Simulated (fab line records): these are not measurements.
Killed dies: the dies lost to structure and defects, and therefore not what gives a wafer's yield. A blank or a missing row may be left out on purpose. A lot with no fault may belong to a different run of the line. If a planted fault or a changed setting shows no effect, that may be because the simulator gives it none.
Which tool did it? + flow nand_harc + Sampling: 24 lots, 72 wafers, 6 of 1302 route steps

WHAT EACH GAUGE READ, for each wafer
Not one reading of a measure or inspect step in the record can be checked against a usual standard deviation.

TOOL THAT RAN EACH LOT (tool first, then ch and the chambers of the sampled wafers, then the start)
| lot  | NHARC_A_STAIRCASE_HM_DEP_462  | NHARC_A_STAIRCASE_ALD_415        | NHARC_A_STAIRCASE_DEP_325       | NHARC_A_SGD_CUT_ETCH_59                       | NHARC_A_SGD_CUT_STRIP_17                      | NHARC_A_SGD_CUT_ETCHBACK_24        |
|------|-------------------------------|----------------------------------|---------------------------------|-----------------------------------------------|-----------------------------------------------|------------------------------------|
| L074 | acl_dep-02 ch 0, day 16 14:29 | ald_hk-04 ch 1,3, day 16 18:34   | pecvd-04 ch 1,2, day 18 01:32   | rie_diel-09 ch 0,2,3, day 19 01:01 or earlier | rie_diel-09 ch 2,3, day 19 01:01 or earlier   | rie_diel-10 ch 0,1, day 19 01:01   |
| L076 | acl_dep-02 ch 0, day 17 10:55 | ald_hk-02 ch 2,3, day 17 15:21   | pecvd-02 ch 0,2, day 19 01:56   | rie_diel-11 ch 0,3, day 20 07:08 or earlier   | rie_diel-11 ch 1,2, day 20 07:08 or earlier   | rie_diel-10 ch 0,1, day 20 07:08   |
| L075 | acl_dep-03 ch 0, day 17 12:46 | ald_hk-03 ch 0,1, day 17 17:34   | pecvd-03 ch 0,1, day 19 01:46   | rie_diel-09 ch 0,1,3, day 20 07:04 or earlier | rie_diel-09 ch 0,1,2, day 20 07:04 or earlier | rie_diel-11 ch 1,2, day 20 07:04   |
| L077 | acl_dep-02 ch 0, day 18 05:49 | ald_hk-04 ch 1,3, day 18 10:34   | pecvd-02 ch 0,1,2, day 19 17:29 | rie_diel-11 ch 2,3, day 20 16:30 or earlier   | rie_diel-11 ch 0,3, day 20 16:30 or earlier   | rie_diel-10 ch 0,1, day 20 16:30   |
| L078 | acl_dep-03 ch 0, day 18 12:28 | ald_hk-02 ch 0,3, day 18 17:23   | pecvd-03 ch 1,2, day 20 03:36   | rie_diel-09 ch 0,3, day 21 03:22 or earlier   | rie_diel-09 ch 0,1, day 21 03:22 or earlier   | rie_diel-10 ch 1,2, day 21 03:22   |
| L079 | acl_dep-03 ch 0, day 19 12:17 | ald_hk-02 ch 1,2, day 19 16:30   | pecvd-02 ch 0,1,2, day 20 23:04 | rie_diel-10 ch 0,3, day 21 21:46 or earlier   | rie_diel-10 ch 0,1,3, day 21 21:46 or earlier | rie_diel-11 ch 0,1, day 21 21:46   |
| L080 | acl_dep-01 ch 0, day 19 13:33 | ald_hk-02 ch 0,1,3, day 19 18:17 | pecvd-02 ch 0,1,2, day 21 03:57 | rie_diel-10 ch 2,3, day 22 04:09 or earlier   | rie_diel-10 ch 1,2,3, day 22 04:09 or earlier | rie_diel-11 ch 0,1,3, day 22 04:09 |
| L081 | acl_dep-03 ch 0, day 20 07:10 | ald_hk-04 ch 0,1,2, day 20 12:32 | pecvd-04 ch 0,1,2, day 21 18:52 | rie_diel-11 ch 1,2,3, day 22 18:52 or earlier | rie_diel-11 ch 0,2,3, day 22 18:52 or earlier | rie_diel-11 ch 0,1,3, day 22 18:52 |
| L082 | acl_dep-01 ch 0, day 20 07:36 | ald_hk-02 ch 0,1,3, day 20 12:48 | pecvd-02 ch 0,1,2, day 21 18:46 | rie_diel-09 ch 0,1,3, day 22 18:50 or earlier | rie_diel-09 ch 0,1,3, day 22 18:50 or earlier | rie_diel-09 ch 0,1,2, day 22 18:50 |
| L083 | acl_dep-03 ch 0, day 21 02:20 | ald_hk-04 ch 0,3, day 21 07:02   | pecvd-02 ch 0,2, day 22 13:55   | rie_diel-10 ch 1,2,3, day 23 15:00 or earlier | rie_diel-10 ch 1,3, day 23 15:00 or earlier   | rie_diel-09 ch 0,2,3, day 23 15:00 |
| L086 | acl_dep-02 ch 0, day 21 13:53 | ald_hk-04 ch 0,1,3, day 21 18:34 | pecvd-03 ch 0,1,2, day 23 02:07 | rie_diel-09 ch 0,1,3, day 24 02:53 or earlier | rie_diel-09 ch 1,2,3, day 24 02:53 or earlier | rie_diel-10 ch 1,2, day 24 02:53   |
| L085 | acl_dep-01 ch 0, day 21 16:04 | ald_hk-04 ch 0,2, day 21 20:53   | pecvd-04 ch 1,2, day 23 01:55   | rie_diel-10 ch 0,3, day 24 02:49 or earlier   | rie_diel-10 ch 0,1,3, day 24 02:49 or earlier | rie_diel-10 ch 1,3, day 24 02:49   |
| L084 | acl_dep-02 ch 0, day 21 19:07 | ald_hk-03 ch 1,2,3, day 22 00:12 | pecvd-02 ch 0,1, day 23 07:02   | rie_diel-11 ch 1,2, day 24 02:49 or earlier   | rie_diel-11 ch 0,2,3, day 24 02:49 or earlier | rie_diel-11 ch 0,1, day 24 02:49   |
| L087 | acl_dep-03 ch 0, day 22 02:52 | ald_hk-04 ch 1,2, day 22 07:12   | pecvd-02 ch 0,1, day 23 20:17   | rie_diel-10 ch 0,2,3, day 24 23:29 or earlier | rie_diel-10 ch 0,2,3, day 24 23:29 or earlier | rie_diel-11 ch 0,3, day 24 23:29   |
| L088 | acl_dep-02 ch 0, day 22 18:22 | ald_hk-03 ch 0,1,2, day 22 22:43 | pecvd-04 ch 0,1,2, day 24 07:02 | rie_diel-10 ch 2,3, day 25 12:59 or earlier   | rie_diel-10 ch 0,1, day 25 12:59 or earlier   | rie_diel-10 ch 1,2,3, day 25 12:59 |
| L089 | acl_dep-01 ch 0, day 23 07:23 | ald_hk-04 ch 0,1,3, day 23 12:07 | pecvd-03 ch 0,2, day 24 19:28   | rie_diel-10 ch 0,1,2, day 25 18:12 or earlier | rie_diel-10 ch 1,2,3, day 25 18:12 or earlier | rie_diel-09 ch 0,2,3, day 25 18:12 |
| L090 | acl_dep-02 ch 0, day 23 12:04 | ald_hk-04 ch 0,2,3, day 23 17:35 | pecvd-02 ch 0,1, day 24 19:28   | rie_diel-11 ch 0,2,3, day 25 18:12 or earlier | rie_diel-11 ch 0,2,3, day 25 18:12 or earlier | rie_diel-10 ch 0,1, day 25 18:12   |
| L092 | acl_dep-03 ch 0, day 24 20:25 | ald_hk-04 ch 1,2,3, day 25 01:14 | pecvd-02 ch 0,1,2, day 26 06:58 | rie_diel-09 ch 0,1,2, day 27 08:49 or earlier | rie_diel-09 ch 0,2,3, day 27 08:49 or earlier | rie_diel-11 ch 0,2,3, day 27 08:49 |
| L091 | acl_dep-01 ch 0, day 25 00:30 | ald_hk-03 ch 0,1, day 25 05:28   | pecvd-04 ch 1,2, day 26 13:07   | rie_diel-11 ch 0,2,3, day 27 08:49 or earlier | rie_diel-11 ch 0,2, day 27 08:49 or earlier   | rie_diel-09 ch 1,2, day 27 08:49   |
| L093 | acl_dep-02 ch 0, day 25 07:55 | ald_hk-04 ch 1,2, day 25 12:52   | pecvd-02 ch 0,2, day 26 18:52   | rie_diel-11 ch 2,3, day 27 20:24 or earlier   | rie_diel-11 ch 0,2,3, day 27 20:24 or earlier | rie_diel-11 ch 0,1,2, day 27 20:24 |
| L094 | acl_dep-02 ch 0, day 25 10:22 | ald_hk-02 ch 0,3, day 25 17:02   | pecvd-04 ch 1,2, day 27 02:40   | rie_diel-09 ch 0,1, day 28 01:05 or earlier   | rie_diel-09 ch 0,1, day 28 01:05 or earlier   | rie_diel-09 ch 0,2,3, day 28 01:05 |
| L095 | acl_dep-02 ch 0, day 26 02:28 | ald_hk-03 ch 0,1,3, day 26 07:11 | pecvd-02 ch 0,2, day 27 15:30   | rie_diel-11 ch 0,2, day 28 18:49 or earlier   | rie_diel-11 ch 0,1,3, day 28 18:49 or earlier | rie_diel-11 ch 1,3, day 28 18:49   |
| L096 | acl_dep-03 ch 0, day 26 10:04 | ald_hk-03 ch 1,2,3, day 26 14:49 | pecvd-04 ch 0,2, day 28 02:03   | rie_diel-10 ch 2,3, day 29 06:34 or earlier   | rie_diel-10 ch 0,3, day 29 06:34 or earlier   | rie_diel-11 ch 0,1,3, day 29 06:34 |
| L097 | acl_dep-03 ch 0, day 26 11:55 | ald_hk-03 ch 1,2,3, day 26 16:55 | pecvd-02 ch 0,1,2, day 28 02:03 | rie_diel-11 ch 0,1,3, day 29 06:44 or earlier | rie_diel-11 ch 0,3, day 29 06:44 or earlier   | rie_diel-11 ch 0,1,3, day 29 06:44 |
- NHARC_A_STAIRCASE_HM_DEP_462: deposits aC, target thk 800 nm.
- NHARC_A_STAIRCASE_ALD_415: deposits SiO2, target thk 30 nm, pulse time 6 s, ald cycles 300.
- NHARC_A_STAIRCASE_DEP_325: deposits SiO2, target thk 7200 nm.
- NHARC_A_SGD_CUT_ETCH_59: etches the open film in N2/H2, target depth 260 nm, time 406.25 s.
- NHARC_A_SGD_CUT_STRIP_17: strips in O2.
- NHARC_A_SGD_CUT_ETCHBACK_24: etches the open film in CH3F/O2, target depth 50 nm, time 92.857 s.

AS READ BY THE TOOLS THEMSELVES (means over the sampled wafers that have a number; for cases with no such wafer, the mark the record gives instead)
NHARC_A_STAIRCASE_HM_DEP_462. Usual: 35.000 % for throttle_valve_pct, sd 0.009.
| lot  | tool       | throttle_valve_pct (%) | flag |
|------|------------|------------------------|------|
| L074 | acl_dep-02 | 34.994                 |      |
| L076 | acl_dep-02 | 35.004                 |      |
| L075 | acl_dep-03 | 34.999                 |      |
| L077 | acl_dep-02 | 35.003                 |      |
| L078 | acl_dep-03 | 35.008                 |      |
| L079 | acl_dep-03 | 35.001                 |      |
| L080 | acl_dep-01 | 35.003                 |      |
| L081 | acl_dep-03 | 35.004                 |      |
| L082 | acl_dep-01 | 34.995                 |      |
| L083 | acl_dep-03 | 34.989                 |      |
| L086 | acl_dep-02 | 35.002                 |      |
| L085 | acl_dep-01 | 34.996                 |      |
| L084 | acl_dep-02 | 35.004                 |      |
| L087 | acl_dep-03 | 35.010                 |      |
| L088 | acl_dep-02 | 35.002                 |      |
| L089 | acl_dep-01 | 34.999                 |      |
| L090 | acl_dep-02 | 35.003                 |      |
| L092 | acl_dep-03 | 35.008                 |      |
| L091 | acl_dep-01 | 34.999                 |      |
| L093 | acl_dep-02 | 35.002                 |      |
| L094 | acl_dep-02 | 35.000                 |      |
| L095 | acl_dep-02 | 34.993                 |      |
| L096 | acl_dep-03 | 35.000                 |      |
| L097 | acl_dep-03 | 34.997                 |      |

NHARC_A_STAIRCASE_ALD_415. Usual: heater_power_outer_w 258 W, standard deviation 24; heater_power_w 463 W, standard deviation 39; precursor_pulse_height_rel 1.001, standard deviation 0.018.
| lot  | tool      | heater_power_outer_w (W) | heater_power_w (W) | precursor_pulse_height_rel | flag |
|------|-----------|--------------------------|--------------------|----------------------------|------|
| L074 | ald_hk-04 | 242                      | 428                | 1.001                      |      |
| L076 | ald_hk-02 | 259                      | 473                | 1.005                      |      |
| L075 | ald_hk-03 | 261                      | 467                | 1.007                      |      |
| L077 | ald_hk-04 | 241                      | 426                | 1.003                      |      |
| L078 | ald_hk-02 | 250                      | 469                | 0.999                      |      |
| L079 | ald_hk-02 | 275                      | 490                | 1.001                      |      |
| L080 | ald_hk-02 | 261                      | 470                | 0.992                      |      |
| L081 | ald_hk-04 | 264                      | 464                | 1.006                      |      |
| L082 | ald_hk-02 | 270                      | 480                | 1.003                      |      |
| L083 | ald_hk-04 | 288                      | 501                | 1.003                      |      |
| L086 | ald_hk-04 | 263                      | 464                | 1.000                      |      |
| L085 | ald_hk-04 | 288                      | 512                | 1.006                      |      |
| L084 | ald_hk-03 | 243                      | 455                | 1.001                      |      |
| L087 | ald_hk-04 | 241                      | 430                | 0.997                      |      |
| L088 | ald_hk-03 | 244                      | 457                | 0.989                      |      |
| L089 | ald_hk-04 | 271                      | 475                | 0.978                      |      |
| L090 | ald_hk-04 | 266                      | 463                | 1.006                      |      |
| L092 | ald_hk-04 | 247                      | 425                | 0.987                      |      |
| L091 | ald_hk-03 | 239                      | 441                | 1.007                      |      |
| L093 | ald_hk-04 | 248                      | 425                | 1.008                      |      |
| L094 | ald_hk-02 | 271                      | 483                | 1.003                      |      |
| L095 | ald_hk-03 | 253                      | 454                | 0.996                      |      |
| L096 | ald_hk-03 | 242                      | 449                | 1.007                      |      |
| L097 | ald_hk-03 | 244                      | 448                | 0.998                      |      |

NHARC_A_STAIRCASE_DEP_325. Usual: heater_power_outer_w 372 W, standard deviation 54; heater_power_w 637 W, standard deviation 72.
| lot  | tool     | heater_power_outer_w (W) | heater_power_w (W) | flag |
|------|----------|--------------------------|--------------------|------|
| L074 | pecvd-04 | 404                      | 661                |      |
| L076 | pecvd-02 | 347                      | 605                |      |
| L075 | pecvd-03 | 366                      | 630                |      |
| L077 | pecvd-02 | 357                      | 638                |      |
| L078 | pecvd-03 | 367                      | 626                |      |
| L079 | pecvd-02 | 325                      | 591                |      |
| L080 | pecvd-02 | 351                      | 622                |      |
| L081 | pecvd-04 | 417                      | 678                |      |
| L082 | pecvd-02 | 400                      | 682                |      |
| L083 | pecvd-02 | 343                      | 603                |      |
| L086 | pecvd-03 | 359                      | 598                |      |
| L085 | pecvd-04 | 451                      | 706                |      |
| L084 | pecvd-02 | 391                      | 679                |      |
| L087 | pecvd-02 | 366                      | 620                |      |
| L088 | pecvd-04 | 368                      | 630                |      |
| L089 | pecvd-03 | 361                      | 602                |      |
| L090 | pecvd-02 | 355                      | 610                |      |
| L092 | pecvd-02 | 385                      | 668                |      |
| L091 | pecvd-04 | 412                      | 644                |      |
| L093 | pecvd-02 | 325                      | 588                |      |
| L094 | pecvd-04 | 384                      | 615                |      |
| L095 | pecvd-02 | 345                      | 623                |      |
| L096 | pecvd-04 | 385                      | 674                |      |
| L097 | pecvd-02 | 377                      | 664                |      |

NHARC_A_SGD_CUT_ETCH_59. Usual: drypump_motor_current_A 5.62 A, standard deviation 0.28; oes_product_au 1.002 a.u., standard deviation 0.0092; rf_vpp_V 429.6 V, standard deviation 2.3; showerhead_plenum_p_Torr 2.01 Torr, standard deviation 0.076; throttle_valve_pct 14.171 %, standard deviation 0.0094.
| lot  | tool        | drypump_motor_current_A (A) | oes_product_au (a.u.) | rf_vpp_V (V) | showerhead_plenum_p_Torr (Torr) | throttle_valve_pct (%) | flag |
|------|-------------|-----------------------------|-----------------------|--------------|---------------------------------|------------------------|------|
| L074 | rie_diel-09 | 5.77                        | 1.011                 | 431.7        | 2.08                            | 14.172                 |      |
| L076 | rie_diel-11 | 5.75                        | 0.996                 | 427.9        | 1.97                            | 14.173                 |      |
| L075 | rie_diel-09 | 5.61                        | 1.006                 | 430.0        | 2.03                            | 14.174                 |      |
| L077 | rie_diel-11 | 5.53                        | 1.006                 | 428.7        | 1.97                            | 14.158                 |      |
| L078 | rie_diel-09 | 5.73                        | 1.011                 | 431.5        | 2.10                            | 14.180                 |      |
| L079 | rie_diel-10 | 5.60                        | 1.001                 | 429.8        | 2.01                            | 14.166                 |      |
| L080 | rie_diel-10 | 5.61                        | 0.997                 | 429.6        | 1.99                            | 14.177                 |      |
| L081 | rie_diel-11 | 5.65                        | 1.001                 | 429.4        | 2.02                            | 14.179                 |      |
| L082 | rie_diel-09 | 5.62                        | 1.004                 | 430.5        | 2.03                            | 14.173                 |      |
| L083 | rie_diel-10 | 5.47                        | 0.997                 | 428.3        | 1.97                            | 14.173                 |      |
| L086 | rie_diel-09 | 5.62                        | 1.007                 | 430.0        | 2.03                            | 14.174                 |      |
| L085 | rie_diel-10 | 5.63                        | 0.997                 | 430.0        | 2.01                            | 14.170                 |      |
| L084 | rie_diel-11 | 5.49                        | 1.005                 | 432.8        | 2.10                            | 14.168                 |      |
| L087 | rie_diel-10 | 5.55                        | 1.004                 | 429.6        | 2.02                            | 14.172                 |      |
| L088 | rie_diel-10 | 5.69                        | 0.999                 | 428.6        | 1.98                            | 14.173                 |      |
| L089 | rie_diel-10 | 5.32                        | 1.001                 | 431.0        | 2.01                            | 14.170                 |      |
| L090 | rie_diel-11 | 5.66                        | 1.005                 | 428.5        | 1.97                            | 14.181                 |      |
| L092 | rie_diel-09 | 5.66                        | 0.997                 | 429.6        | 2.00                            | 14.173                 |      |
| L091 | rie_diel-11 | 5.65                        | 0.995                 | 427.8        | 1.97                            | 14.172                 |      |
| L093 | rie_diel-11 | 5.80                        | 0.997                 | 427.0        | 1.94                            | 14.167                 |      |
| L094 | rie_diel-09 | 5.49                        | 1.010                 | 429.4        | 2.02                            | 14.169                 |      |
| L095 | rie_diel-11 | 5.51                        | 0.987                 | 429.2        | 1.99                            | 14.173                 |      |
| L096 | rie_diel-10 | 5.72                        | 1.003                 | 428.3        | 1.98                            | 14.173                 |      |
| L097 | rie_diel-11 | 5.75                        | 0.999                 | 430.6        | 2.02                            | 14.164                 |      |

NHARC_A_SGD_CUT_STRIP_17. Usual: drypump_motor_current_A 5.59 A, standard deviation 0.27; oes_product_au 1.003 a.u., standard deviation 0.01; rf_vpp_V 57.6 V, standard deviation 0.85; showerhead_plenum_p_Torr 3.49 Torr, standard deviation 0.13; throttle_valve_pct 17.035 %, standard deviation 0.01.
| lot  | tool        | drypump_motor_current_A (A) | oes_product_au (a.u.) | rf_vpp_V (V) | showerhead_plenum_p_Torr (Torr) | throttle_valve_pct (%) | flag |
|------|-------------|-----------------------------|-----------------------|--------------|---------------------------------|------------------------|------|
| L074 | rie_diel-09 | 5.92                        | 1.001                 | 57.8         | 3.61                            | 17.037                 |      |
| L076 | rie_diel-11 | 5.38                        | 1.004                 | 58.0         | 3.54                            | 17.030                 |      |
| L075 | rie_diel-09 | 5.68                        | 1.007                 | 56.6         | 3.47                            | 17.044                 |      |
| L077 | rie_diel-11 | 5.77                        | 1.007                 | 57.5         | 3.42                            | 17.035                 |      |
| L078 | rie_diel-09 | 5.45                        | 1.017                 | 57.5         | 3.49                            | 17.036                 |      |
| L079 | rie_diel-10 | 5.38                        | 1.008                 | 57.5         | 3.47                            | 17.039                 |      |
| L080 | rie_diel-10 | 5.46                        | 1.004                 | 57.4         | 3.42                            | 17.039                 |      |
| L081 | rie_diel-11 | 5.64                        | 1.002                 | 58.0         | 3.42                            | 17.037                 |      |
| L082 | rie_diel-09 | 5.62                        | 1.013                 | 57.2         | 3.51                            | 17.037                 |      |
| L083 | rie_diel-10 | 5.53                        | 0.999                 | 58.0         | 3.41                            | 17.039                 |      |
| L086 | rie_diel-09 | 5.83                        | 0.997                 | 58.4         | 3.49                            | 17.050                 |      |
| L085 | rie_diel-10 | 5.38                        | 1.013                 | 57.8         | 3.47                            | 17.034                 |      |
| L084 | rie_diel-11 | 5.65                        | 1.005                 | 57.7         | 3.41                            | 17.033                 |      |
| L087 | rie_diel-10 | 5.57                        | 0.996                 | 57.6         | 3.50                            | 17.038                 |      |
| L088 | rie_diel-10 | 5.23                        | 1.001                 | 57.3         | 3.53                            | 17.029                 |      |
| L089 | rie_diel-10 | 5.48                        | 1.008                 | 56.9         | 3.42                            | 17.038                 |      |
| L090 | rie_diel-11 | 5.65                        | 1.006                 | 57.4         | 3.41                            | 17.045                 |      |
| L092 | rie_diel-09 | 5.78                        | 1.003                 | 57.8         | 3.59                            | 17.026                 |      |
| L091 | rie_diel-11 | 5.40                        | 0.997                 | 58.1         | 3.45                            | 17.034                 |      |
| L093 | rie_diel-11 | 5.65                        | 0.994                 | 57.1         | 3.41                            | 17.054                 |      |
| L094 | rie_diel-09 | 5.47                        | 1.002                 | 57.4         | 3.49                            | 17.040                 |      |
| L095 | rie_diel-11 | 5.77                        | 0.991                 | 58.1         | 3.50                            | 17.035                 |      |
| L096 | rie_diel-10 | 5.45                        | 0.982                 | 58.1         | 3.54                            | 17.028                 |      |
| L097 | rie_diel-11 | 5.92                        | 0.985                 | 58.3         | 3.38                            | 17.031                 |      |

NHARC_A_SGD_CUT_ETCHBACK_24. Usual: drypump_motor_current_A 5.60 A, standard deviation 0.29; oes_product_au 0.97 a.u., standard deviation 0.035; rf_vpp_V 244.0 V, standard deviation 1.5; showerhead_plenum_p_Torr 2.43 Torr, standard deviation 0.091; throttle_valve_pct 20.662 %, standard deviation 0.0092.
| lot  | tool        | drypump_motor_current_A (A) | oes_product_au (a.u.) | rf_vpp_V (V) | showerhead_plenum_p_Torr (Torr) | throttle_valve_pct (%) | flag |
|------|-------------|-----------------------------|-----------------------|--------------|---------------------------------|------------------------|------|
| L074 | rie_diel-10 | 5.16                        | 1.00                  | 243.9        | 2.41                            | 20.671                 |      |
| L076 | rie_diel-10 | 5.16                        | 0.99                  | 243.6        | 2.41                            | 20.666                 |      |
| L075 | rie_diel-11 | 5.47                        | 1.01                  | 245.4        | 2.53                            | 20.656                 |      |
| L077 | rie_diel-10 | 5.16                        | 1.00                  | 243.3        | 2.41                            | 20.662                 |      |
| L078 | rie_diel-10 | 5.25                        | 1.00                  | 243.7        | 2.37                            | 20.660                 |      |
| L079 | rie_diel-11 | 5.59                        | 1.00                  | 245.6        | 2.53                            | 20.670                 |      |
| L080 | rie_diel-11 | 5.76                        | 1.00                  | 244.2        | 2.44                            | 20.667                 |      |
| L081 | rie_diel-11 | 5.76                        | 0.92                  | 243.3        | 2.44                            | 20.656                 |      |
| L082 | rie_diel-09 | 5.66                        | 0.94                  | 244.2        | 2.42                            | 20.662                 |      |
| L083 | rie_diel-09 | 5.77                        | 0.99                  | 244.6        | 2.50                            | 20.667                 |      |
| L086 | rie_diel-10 | 5.41                        | 0.94                  | 243.5        | 2.39                            | 20.664                 |      |
| L085 | rie_diel-10 | 5.52                        | 0.92                  | 243.0        | 2.37                            | 20.654                 |      |
| L084 | rie_diel-11 | 5.61                        | 0.96                  | 245.1        | 2.47                            | 20.672                 |      |
| L087 | rie_diel-11 | 5.76                        | 0.99                  | 243.6        | 2.38                            | 20.661                 |      |
| L088 | rie_diel-10 | 5.46                        | 0.92                  | 242.9        | 2.38                            | 20.659                 |      |
| L089 | rie_diel-09 | 5.78                        | 1.00                  | 244.9        | 2.50                            | 20.657                 |      |
| L090 | rie_diel-10 | 5.22                        | 1.01                  | 244.4        | 2.46                            | 20.673                 |      |
| L092 | rie_diel-11 | 5.64                        | 1.00                  | 243.6        | 2.38                            | 20.673                 |      |
| L091 | rie_diel-09 | 5.87                        | 0.98                  | 243.0        | 2.40                            | 20.662                 |      |
| L093 | rie_diel-11 | 5.50                        | 0.93                  | 244.7        | 2.47                            | 20.675                 |      |
| L094 | rie_diel-09 | 5.77                        | 0.94                  | 245.1        | 2.50                            | 20.664                 |      |
| L095 | rie_diel-11 | 5.72                        | 0.92                  | 244.0        | 2.50                            | 20.661                 |      |
| L096 | rie_diel-11 | 5.75                        | 1.00                  | 243.5        | 2.44                            | 20.675                 |      |
| L097 | rie_diel-11 | 5.75                        | 0.92                  | 243.1        | 2.44                            | 20.655                 |      |

THE ANSWER, worked out from the rows above alone
Rule: a lot counts as off when the mean over its wafers that have a number is more than 3 standard deviations away from the usual mean. A lot without any number at a reading at which 4 lots or more have one is off too. The other lots that the step has rows for count as sound. First the gauges in route order, then the tools' own readings, where a lot's mean is used as printed above. At the first step where some lot is off, the reading lying furthest off is the one used; lots without a number count as furthest.
None of the lots is off at any reading shown; this tells nothing.

WHAT THE SIMULATOR PUT IN
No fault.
